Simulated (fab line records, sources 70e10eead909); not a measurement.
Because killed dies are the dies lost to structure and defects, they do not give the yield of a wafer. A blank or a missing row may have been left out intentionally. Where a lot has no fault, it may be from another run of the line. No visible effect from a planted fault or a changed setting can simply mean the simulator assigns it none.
What tool caused it? / flow nandHarc / Sampling: 24 lots, 72 wafers, 5 of 1302 route steps

WHAT THE GAUGES SHOWED, per wafer
NHARC_A_ONON_D1_THK_MEAS_14: measures by ellipsometry. Usual: thkNm reads 1000 nm (standard deviation 8.6).
lot=L074; measured=day 8 01:49; on=filmMetro-02; thkNm (nm)=1005 1005 1006; flag=
lot=L075; measured=day 8 13:03; on=filmMetro-01; thkNm (nm)=996 994 995; flag=
lot=L076; measured=day 8 13:03; on=filmMetro-02; thkNm (nm)=1006 1006 1005; flag=
lot=L078; measured=day 9 09:53; on=filmMetro-02; thkNm (nm)=994 994 994; flag=
lot=L077; measured=day 9 09:54; on=filmMetro-02; thkNm (nm)=988 990 990; flag=
lot=L079; measured=day 9 23:37; on=filmMetro-02; thkNm (nm)=994 994 994; flag=
lot=L081; measured=day 10 19:08; on=filmMetro-01; thkNm (nm)=1003 1002 1002; flag=
lot=L080; measured=day 10 19:08; on=filmMetro-02; thkNm (nm)=998 1001 1000; flag=
lot=L082; measured=day 11 04:08; on=filmMetro-01; thkNm (nm)=1003 1001 1001; flag=
lot=L083; measured=day 11 20:46; on=filmMetro-02; thkNm (nm)=1012 1014 1012; flag=
lot=L084; measured=day 12 10:14; on=filmMetro-01; thkNm (nm)=1005 1003 1005; flag=
lot=L085; measured=day 12 18:53; on=filmMetro-01; thkNm (nm)=1005 1006 1005; flag=
lot=L087; measured=day 13 03:44; on=filmMetro-01; thkNm (nm)=1008 1009 1010; flag=
lot=L086; measured=day 13 03:44; on=filmMetro-01; thkNm (nm)=995 998 997; flag=
lot=L088; measured=day 13 21:51; on=filmMetro-02; thkNm (nm)=999 996 998; flag=
lot=L089; measured=day 13 21:53; on=filmMetro-02; thkNm (nm)=1000 1000 1000; flag=
lot=L090; measured=day 14 14:19; on=filmMetro-02; thkNm (nm)=1001 1004 1005; flag=
lot=L091; measured=day 15 01:15; on=filmMetro-02; thkNm (nm)=1024 1022 1020; flag=
lot=L092; measured=day 15 07:07; on=filmMetro-02; thkNm (nm)=994 996 998; flag=
lot=L093; measured=day 15 17:41; on=filmMetro-01; thkNm (nm)=987 989 989; flag=
lot=L094; measured=day 15 23:27; on=filmMetro-02; thkNm (nm)=1002 1005 1004; flag=
lot=L095; measured=day 17 07:07; on=filmMetro-02; thkNm (nm)=991 990 992; flag=
lot=L096; measured=day 17 07:13; on=filmMetro-02; thkNm (nm)=996 996 995; flag=
lot=L097; measured=day 17 22:05; on=filmMetro-02; thkNm (nm)=980 979 981; flag=

NHARC_A_ONON_D1_THK_MEAS_24: measures by ellipsometry. Usual: thkNm reads 1000 nm (standard deviation 8.3).
lot=L074; measured=day 8 10:41; on=filmMetro-01; thkNm (nm)=986 988 986; flag=
lot=L075; measured=day 8 21:57; on=filmMetro-01; thkNm (nm)=1015 1015 1015; flag=
lot=L076; measured=day 8 21:57; on=filmMetro-02; thkNm (nm)=1005 1003 1004; flag=
lot=L078; measured=day 9 19:02; on=filmMetro-02; thkNm (nm)=1004 1004 1002; flag=
lot=L077; measured=day 9 19:03; on=filmMetro-01; thkNm (nm)=992 993 992; flag=
lot=L079; measured=day 10 08:17; on=filmMetro-01; thkNm (nm)=1007 1008 1009; flag=
lot=L081; measured=day 11 04:22; on=filmMetro-02; thkNm (nm)=1003 1004 1004; flag=
lot=L080; measured=day 11 04:20; on=filmMetro-01; thkNm (nm)=1004 1004 1004; flag=
lot=L082; measured=day 11 14:10; on=filmMetro-01; thkNm (nm)=990 990 989; flag=
lot=L083; measured=day 12 05:44; on=filmMetro-01; thkNm (nm)=989 988 987; flag=
lot=L084; measured=day 12 20:57; on=filmMetro-02; thkNm (nm)=998 999 998; flag=
lot=L085; measured=day 13 05:03; on=filmMetro-02; thkNm (nm)=999 998 999; flag=
lot=L087; measured=day 13 12:39; on=filmMetro-02; thkNm (nm)=989 991 989; flag=
lot=L086; measured=day 13 12:40; on=filmMetro-02; thkNm (nm)=995 995 994; flag=
lot=L088; measured=day 14 09:33; on=filmMetro-02; thkNm (nm)=1009 1008 1008; flag=
lot=L089; measured=day 14 09:41; on=filmMetro-02; thkNm (nm)=997 998 997; flag=
lot=L090; measured=day 15 01:08; on=filmMetro-02; thkNm (nm)=1005 1007 1009; flag=
lot=L091; measured=day 15 11:52; on=filmMetro-02; thkNm (nm)=1013 1012 1012; flag=
lot=L092; measured=day 15 16:02; on=filmMetro-01; thkNm (nm)=991 991 989; flag=
lot=L093; measured=day 16 02:52; on=filmMetro-02; thkNm (nm)=1009 1007 1006; flag=
lot=L094; measured=day 16 08:23; on=filmMetro-02; thkNm (nm)=999 1001 998; flag=
lot=L095; measured=day 17 16:04; on=filmMetro-02; thkNm (nm)=1001 1000 1002; flag=
lot=L096; measured=day 17 16:05; on=filmMetro-02; thkNm (nm)=1004 1002 1003; flag=
lot=L097; measured=day 18 07:19; on=filmMetro-02; thkNm (nm)=985 984 984; flag=

NHARC_A_ONON_D1_THK_MEAS_30: measures by ellipsometry. Usual: thkNm reads 998 nm (standard deviation 9.1).
lot=L074; measured=day 8 11:49; on=filmMetro-01; thkNm (nm)=999 999 999; flag=
lot=L075; measured=day 8 23:14; on=filmMetro-01; thkNm (nm)=1002 1001 1002; flag=
lot=L076; measured=day 8 23:05; on=filmMetro-01; thkNm (nm)=999 998 1002; flag=
lot=L078; measured=day 9 20:10; on=filmMetro-01; thkNm (nm)=983 984 984; flag=
lot=L077; measured=day 9 20:10; on=filmMetro-02; thkNm (nm)=984 986 987; flag=
lot=L079; measured=day 10 09:26; on=filmMetro-02; thkNm (nm)=998 1001 999; flag=
lot=L081; measured=day 11 05:30; on=filmMetro-01; thkNm (nm)=991 993 991; flag=
lot=L080; measured=day 11 05:28; on=filmMetro-02; thkNm (nm)=1003 1004 1004; flag=
lot=L082; measured=day 11 15:17; on=filmMetro-02; thkNm (nm)=1010 1011 1009; flag=
lot=L083; measured=day 12 06:52; on=filmMetro-01; thkNm (nm)=1009 1009 1010; flag=
lot=L084; measured=day 12 22:05; on=filmMetro-02; thkNm (nm)=1005 1007 1003; flag=
lot=L085; measured=day 13 06:11; on=filmMetro-02; thkNm (nm)=994 994 995; flag=
lot=L087; measured=day 13 13:48; on=filmMetro-02; thkNm (nm)=994 996 996; flag=
lot=L086; measured=day 13 13:48; on=filmMetro-02; thkNm (nm)=999 999 1003; flag=
lot=L088; measured=day 14 10:40; on=filmMetro-02; thkNm (nm)=992 989 991; flag=
lot=L089; measured=day 14 10:49; on=filmMetro-02; thkNm (nm)=993 991 991; flag=
lot=L090; measured=day 15 02:16; on=filmMetro-02; thkNm (nm)=1003 1002 1002; flag=
lot=L091; measured=day 15 13:01; on=filmMetro-02; thkNm (nm)=996 995 994; flag=
lot=L092; measured=day 15 17:10; on=filmMetro-02; thkNm (nm)=1017 1016 1016; flag=
lot=L093; measured=day 16 04:00; on=filmMetro-02; thkNm (nm)=992 990 989; flag=
lot=L094; measured=day 16 09:30; on=filmMetro-02; thkNm (nm)=994 993 991; flag=
lot=L095; measured=day 17 17:12; on=filmMetro-02; thkNm (nm)=1000 1001 999; flag=
lot=L096; measured=day 17 17:13; on=filmMetro-02; thkNm (nm)=1011 1011 1012; flag=
lot=L097; measured=day 18 08:27; on=filmMetro-02; thkNm (nm)=979 978 978; flag=

NHARC_A_CHANNEL_HOLE_D1_OVL_MEAS_11. Usual: overlayXNm 0.2 nm, standard deviation 0.69; overlayYNm -0.3 nm, standard deviation 0.9.
lot=L074; measured=day 8 15:55; on=overlay-01; overlayXNm (nm)=-1.6 -1.5 -1.6; overlayYNm (nm)=-0.7 0.1 -0.4; flag=
lot=L075; measured=day 9 02:59; on=overlay-01; overlayXNm (nm)=0.7 0.2 0.7; overlayYNm (nm)=-1.2 -1.4 -1.0; flag=
lot=L076; measured=day 9 02:41; on=overlay-01; overlayXNm (nm)=1.0 1.3 1.5; overlayYNm (nm)=0.1 0.4 0.3; flag=
lot=L078; measured=day 10 00:51; on=overlay-01; overlayXNm (nm)=0.1 0.2 -0.1; overlayYNm (nm)=-0.8 -1.1 -1.1; flag=
lot=L077; measured=day 9 23:43; on=overlay-02; overlayXNm (nm)=0.3 0.2 0.5; overlayYNm (nm)=-1.3 -0.8 -1.1; flag=
lot=L079; measured=day 10 12:48; on=overlay-02; overlayXNm (nm)=-0.2 -0.7 -0.3; overlayYNm (nm)=-0.3 0.0 -0.6; flag=
lot=L081; measured=day 11 13:56; on=overlay-02; overlayXNm (nm)=1.3 1.4 2.0; overlayYNm (nm)=0.2 -0.2 -0.6; flag=
lot=L080; measured=day 11 12:08; on=overlay-01; overlayXNm (nm)=0.8 0.0 0.6; overlayYNm (nm)=-1.7 -2.1 -2.3; flag=
lot=L082; measured=day 11 20:58; on=overlay-02; overlayXNm (nm)=0.5 0.9 0.7; overlayYNm (nm)=1.2 0.8 1.7; flag=
lot=L083; measured=day 12 11:44; on=overlay-02; overlayXNm (nm)=0.1 0.1 0.4; overlayYNm (nm)=0.5 0.5 0.2; flag=
lot=L084; measured=day 13 01:28; on=overlay-01; overlayXNm (nm)=0.8 1.0 0.7; overlayYNm (nm)=0.6 0.8 1.0; flag=
lot=L085; measured=day 13 12:04; on=overlay-01; overlayXNm (nm)=0.2 0.3 0.1; overlayYNm (nm)=0.0 0.0 -0.2; flag=
lot=L087; measured=day 13 19:19; on=overlay-02; overlayXNm (nm)=1.1 1.0 1.2; overlayYNm (nm)=-0.4 0.0 -0.6; flag=
lot=L086; measured=day 13 17:17; on=overlay-02; overlayXNm (nm)=-0.2 -0.4 -0.1; overlayYNm (nm)=-0.1 -0.3 0.4; flag=
lot=L088; measured=day 14 14:00; on=overlay-02; overlayXNm (nm)=0.1 -0.2 0.1; overlayYNm (nm)=0.1 -0.1 0.1; flag=
lot=L089; measured=day 14 14:17; on=overlay-01; overlayXNm (nm)=-0.6 -0.5 -0.2; overlayYNm (nm)=-1.4 -1.2 -1.0; flag=
lot=L090; measured=day 15 05:37; on=overlay-02; overlayXNm (nm)=-0.3 -0.3 -0.1; overlayYNm (nm)=-0.8 -0.3 -1.0; flag=
lot=L091; measured=day 15 17:43; on=overlay-02; overlayXNm (nm)=-0.5 -0.5 -1.1; overlayYNm (nm)=-0.8 -0.3 -0.7; flag=
lot=L092; measured=day 15 20:37; on=overlay-02; overlayXNm (nm)=0.2 0.4 0.1; overlayYNm (nm)=1.4 0.9 1.2; flag=
lot=L093; measured=day 16 08:41; on=overlay-01; overlayXNm (nm)=0.3 -0.1 0.8; overlayYNm (nm)=1.3 1.3 0.7; flag=
lot=L094; measured=day 16 13:56; on=overlay-01; overlayXNm (nm)=-0.3 -0.5 -1.2; overlayYNm (nm)=-1.4 -1.3 -1.1; flag=
lot=L095; measured=day 17 22:49; on=overlay-01; overlayXNm (nm)=-0.1 0.8 0.4; overlayYNm (nm)=-0.3 -0.8 -0.8; flag=
lot=L096; measured=day 17 23:04; on=overlay-02; overlayXNm (nm)=-0.3 0.2 0.3; overlayYNm (nm)=-0.6 -1.1 0.0; flag=
lot=L097; measured=day 18 11:47; on=overlay-02; overlayXNm (nm)=0.0 0.0 0.3; overlayYNm (nm)=0.8 0.6 -0.2; flag=

EACH LOT AND THE TOOL THAT RAN IT (in order: tool; ch and the chambers of the sampled wafers; start)
lot=L074; NHARC_A_ONON_D1_DEP_33=pecvd-02 ch 0,1,2, day 8 11:58
lot=L075; NHARC_A_ONON_D1_DEP_33=pecvd-01 ch 0,2, day 8 23:17
lot=L076; NHARC_A_ONON_D1_DEP_33=pecvd-04 ch 0,2, day 8 23:08
lot=L078; NHARC_A_ONON_D1_DEP_33=pecvd-02 ch 0,1, day 9 20:13
lot=L077; NHARC_A_ONON_D1_DEP_33=pecvd-04 ch 0,1,2, day 9 20:22
lot=L079; NHARC_A_ONON_D1_DEP_33=pecvd-01 ch 1,2, day 10 09:29
lot=L081; NHARC_A_ONON_D1_DEP_33=pecvd-04 ch 0,2, day 11 05:38
lot=L080; NHARC_A_ONON_D1_DEP_33=pecvd-02 ch 1,2, day 11 05:34
lot=L082; NHARC_A_ONON_D1_DEP_33=pecvd-01 ch 0,1,2, day 11 15:20
lot=L083; NHARC_A_ONON_D1_DEP_33=pecvd-01 ch 0,2, day 12 06:55
lot=L084; NHARC_A_ONON_D1_DEP_33=pecvd-04 ch 0,1, day 12 22:14
lot=L085; NHARC_A_ONON_D1_DEP_33=pecvd-04 ch 0,2, day 13 06:14
lot=L087; NHARC_A_ONON_D1_DEP_33=pecvd-04 ch 0,1,2, day 13 13:52
lot=L086; NHARC_A_ONON_D1_DEP_33=pecvd-01 ch 1,2, day 13 13:56
lot=L088; NHARC_A_ONON_D1_DEP_33=pecvd-02 ch 0,1, day 14 10:44
lot=L089; NHARC_A_ONON_D1_DEP_33=pecvd-04 ch 0,1,2, day 14 10:52
lot=L090; NHARC_A_ONON_D1_DEP_33=pecvd-02 ch 0,1, day 15 02:19
lot=L091; NHARC_A_ONON_D1_DEP_33=pecvd-04 ch 0,1, day 15 13:09
lot=L092; NHARC_A_ONON_D1_DEP_33=pecvd-04 ch 0,1,2, day 15 17:14
lot=L093; NHARC_A_ONON_D1_DEP_33=pecvd-02 ch 1,2, day 16 04:04
lot=L094; NHARC_A_ONON_D1_DEP_33=pecvd-02 ch 0,1,2, day 16 09:36
lot=L095; NHARC_A_ONON_D1_DEP_33=pecvd-04 ch 0,2, day 17 17:21
lot=L096; NHARC_A_ONON_D1_DEP_33=pecvd-01 ch 0,2, day 17 17:20
lot=L097; NHARC_A_ONON_D1_DEP_33=pecvd-01 ch 0,1, day 18 08:33
- NHARC_A_ONON_D1_DEP_33: deposits SiO2, target thk 200 nm.

AS READ BY THE TOOLS THEMSELVES (means over the sampled wafers that have a number; for cases with no such wafer, the mark the record gives instead)
NHARC_A_ONON_D1_DEP_33. Usual: chamberPressureTorr 6.500 Torr, standard deviation 0.014; heaterPowerW 601 W, standard deviation 100; throttleValvePct 16.1 %, standard deviation 0.49.
lot=L074; tool=pecvd-02; chamberPressureTorr (Torr)=6.495; heaterPowerW (W)=558; throttleValvePct (%)=15.9; flag=
lot=L075; tool=pecvd-01; chamberPressureTorr (Torr)=6.491; heaterPowerW (W)=483; throttleValvePct (%)=15.9; flag=
lot=L076; tool=pecvd-04; chamberPressureTorr (Torr)=6.499; heaterPowerW (W)=657; throttleValvePct (%)=16.0; flag=
lot=L078; tool=pecvd-02; chamberPressureTorr (Torr)=6.496; heaterPowerW (W)=579; throttleValvePct (%)=16.3; flag=
lot=L077; tool=pecvd-04; chamberPressureTorr (Torr)=6.509; heaterPowerW (W)=688; throttleValvePct (%)=16.0; flag=
lot=L079; tool=pecvd-01; chamberPressureTorr (Torr)=6.508; heaterPowerW (W)=628; throttleValvePct (%)=15.9; flag=
lot=L081; tool=pecvd-04; chamberPressureTorr (Torr)=6.504; heaterPowerW (W)=681; throttleValvePct (%)=15.8; flag=
lot=L080; tool=pecvd-02; chamberPressureTorr (Torr)=6.500; heaterPowerW (W)=604; throttleValvePct (%)=15.8; flag=
lot=L082; tool=pecvd-01; chamberPressureTorr (Torr)=6.511; heaterPowerW (W)=499; throttleValvePct (%)=16.3; flag=
lot=L083; tool=pecvd-01; chamberPressureTorr (Torr)=6.508; heaterPowerW (W)=467; throttleValvePct (%)=16.7; flag=
lot=L084; tool=pecvd-04; chamberPressureTorr (Torr)=6.485; heaterPowerW (W)=666; throttleValvePct (%)=16.2; flag=
lot=L085; tool=pecvd-04; chamberPressureTorr (Torr)=6.510; heaterPowerW (W)=592; throttleValvePct (%)=16.1; flag=
lot=L087; tool=pecvd-04; chamberPressureTorr (Torr)=6.501; heaterPowerW (W)=687; throttleValvePct (%)=16.2; flag=
lot=L086; tool=pecvd-01; chamberPressureTorr (Torr)=6.491; heaterPowerW (W)=583; throttleValvePct (%)=16.0; flag=
lot=L088; tool=pecvd-02; chamberPressureTorr (Torr)=6.514; heaterPowerW (W)=570; throttleValvePct (%)=16.4; flag=
lot=L089; tool=pecvd-04; chamberPressureTorr (Torr)=6.504; heaterPowerW (W)=648; throttleValvePct (%)=16.1; flag=
lot=L090; tool=pecvd-02; chamberPressureTorr (Torr)=6.489; heaterPowerW (W)=540; throttleValvePct (%)=16.2; flag=
lot=L091; tool=pecvd-04; chamberPressureTorr (Torr)=6.499; heaterPowerW (W)=611; throttleValvePct (%)=16.3; flag=
lot=L092; tool=pecvd-04; chamberPressureTorr (Torr)=6.497; heaterPowerW (W)=674; throttleValvePct (%)=16.1; flag=
lot=L093; tool=pecvd-02; chamberPressureTorr (Torr)=6.498; heaterPowerW (W)=604; throttleValvePct (%)=16.2; flag=
lot=L094; tool=pecvd-02; chamberPressureTorr (Torr)=6.491; heaterPowerW (W)=594; throttleValvePct (%)=16.3; flag=
lot=L095; tool=pecvd-04; chamberPressureTorr (Torr)=6.490; heaterPowerW (W)=587; throttleValvePct (%)=16.2; flag=
lot=L096; tool=pecvd-01; chamberPressureTorr (Torr)=6.505; heaterPowerW (W)=539; throttleValvePct (%)=16.0; flag=
lot=L097; tool=pecvd-01; chamberPressureTorr (Torr)=6.484; heaterPowerW (W)=559; throttleValvePct (%)=16.4; flag=

THE ANSWER, worked out from the rows above alone
Rule: lot off if the mean of its wafers having a number is beyond 3 standard deviations from the usual mean. Also off: a lot with no number at a reading for which 4 or more lots have one. The other lots that the step has rows for count as sound. First the gauges in route order, then the tools' own readings, where a lot's mean is used as printed above. At the first step where some lot is off, the reading lying furthest off is the one used; lots without a number count as furthest.
Across all readings shown, no lot is off: no conclusion can be drawn from this.

WHAT THE SIMULATOR HAD INSERTED
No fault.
